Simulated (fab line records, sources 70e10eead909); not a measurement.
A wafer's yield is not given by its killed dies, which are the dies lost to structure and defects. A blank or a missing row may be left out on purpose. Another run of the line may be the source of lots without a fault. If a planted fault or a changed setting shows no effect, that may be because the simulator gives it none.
Comparing a struck lot with a sound one    flow nand-harc    17 steps out of a route of 1159
Sound: the wafers L359.1, L359.2, L359.6. Struck: wafers L370.2, L370.6 (left out: L370.3, a lot-mate that was not struck); the cause follows at the end.
For every step that has rows: the tool of each side, followed by ch and its chambers, followed by its first start. Under that, the readings that differ: sound wafers    struck wafers    difference of the means    sigmas: that difference in standard deviations of wafers without a fault.
alike: a reading whose means differ by less than 2 such deviations, as well as words and numbers matching on both sides. not compared: withheld readings; readings where some wafer has no value; bounds like >300 that might hide an equal value; numbers whose values overlap and for which the record gives no deviation.
Wherever a step has rows on one side only, a row that says differs or no value, or a row with sigmas, the two part there. Numbers that have no deviation but don't overlap get no sigmas and don't part them. A reading missing from all wafers of one side parts the sides only when that side holds two or more wafers.

NHARC_P_M1_INSPECT_11:
  sound on defect-inspect-01, day 6 14:02; struck on defect-inspect-01, day 9 11:36
  alike: raw-defect-count
then, 3 steps without rows for these wafers: NHARC_P_M1_DESCUM_14 (chemistry O2, time 3 s); NHARC_P_M1_ETCH_35 (etches the open film in N2/H2, target depth 40 nm, overetch 12 nm, time 43.94 s); NHARC_P_M1_ETCH_15 (etches the open film in C4F8/Ar, target depth 182.5 nm, time 91.2 s).
NHARC_P_M1_CD_MEAS_16:
  sound on cd-sem-03, day 6 14:23; struck on cd-sem-02, day 9 11:58
  alike: cd-nm
NHARC_P_M1_STRIP_18: strips in N2/H2.
  sound on rie-diel-07 ch 0,1,2, day 6 14:29; struck on rie-diel-08 ch 2,3, day 9 12:04
  alike: chamber-pressure-mTorr, drypump-motor-current-A, oes-product-au, rf-vpp-V, showerhead-plenum-p-Torr, throttle-valve-pct
  not compared: rf-hours-counter-h
NHARC_P_M1_ETCH_28: etches the open film in CF4/N2, target depth 30 nm, time 72.99 s.
  sound on rie-diel-07 ch 0,1,3; struck on rie-diel-08 ch 1
  alike: chamber-pressure-mTorr, drypump-motor-current-A, oes-product-au, rf-vpp-V, showerhead-plenum-p-Torr, throttle-valve-pct
  not compared: rf-hours-counter-h
then, 2 steps without rows for these wafers: NHARC_P_M1_STRIP_19 (strips in post etch residue remover, time 600 s); NHARC_P_M1_DEGAS_29 (time 60 s).
NHARC_P_M1_PRE_CLEAN_30: time 30 s.
  sound on pvd-sputter-03; struck on pvd-sputter-03
  alike: heater-power-w
NHARC_P_M1_PVD_20: deposits TaN, target thk 5 nm, time 8.06 s.
  sound on pvd-sputter-03; struck on pvd-sputter-03
  alike: throttle-valve-pct
then, 1 step without rows for these wafers: NHARC_P_M1_PVD_21 (deposits Cu, target thk 30 nm, time 20.49 s).
NHARC_P_M1_ECD_22: material Cu, target thk 400 nm.
  sound on ecd-cu-02 ch 0,1, day 6 15:31; struck on ecd-cu-02 ch 0,1, day 9 13:02
NHARC_P_M1_ANNEAL_31: time 90 s.
  sound on rtp-anneal-02 ch 0, day 6 15:53; struck on rtp-anneal-01 ch 0, day 9 13:35
reading            sound                 struck         difference  sigmas
anneal-temp-c (C)  224.63 224.98 224.70  225.36 225.20  +0.51       +3
  alike: wafer_temp_C_max
NHARC_P_M1_CMP_23: polishes, t overpolish 20 s, target thk 157.82 nm.
  sound on cmp-02 ch 0,1,2, day 6 16:16; struck on cmp-02 ch 3, day 9 13:53
reading                 sound           struck   difference  sigmas
time-to-endpoint-s (s)  25.8 28.9 29.7  9.8 9.8  -18.3       -7
  alike: motor-current-A, retaining-ring-pressure-frac
NHARC_P_M1_THK_MEAS_24: measures by xrf.
  sound on film-metro-01, day 6 16:33; struck on film-metro-01, day 9 14:12
reading      sound              struck       difference  sigmas
thk-nm (nm)  158.1 156.7 156.5  128.3 122.9  -31.5       -21
after that, 1 step had no rows for these wafers: NHARC_P_M1_SRD_25.

== WHERE THEY PART ==
First at NHARC_P_M1_ANNEAL_31; last, within this record, at NHARC_P_M1_THK_MEAS_24.

WHY: whatever the simulator had introduced
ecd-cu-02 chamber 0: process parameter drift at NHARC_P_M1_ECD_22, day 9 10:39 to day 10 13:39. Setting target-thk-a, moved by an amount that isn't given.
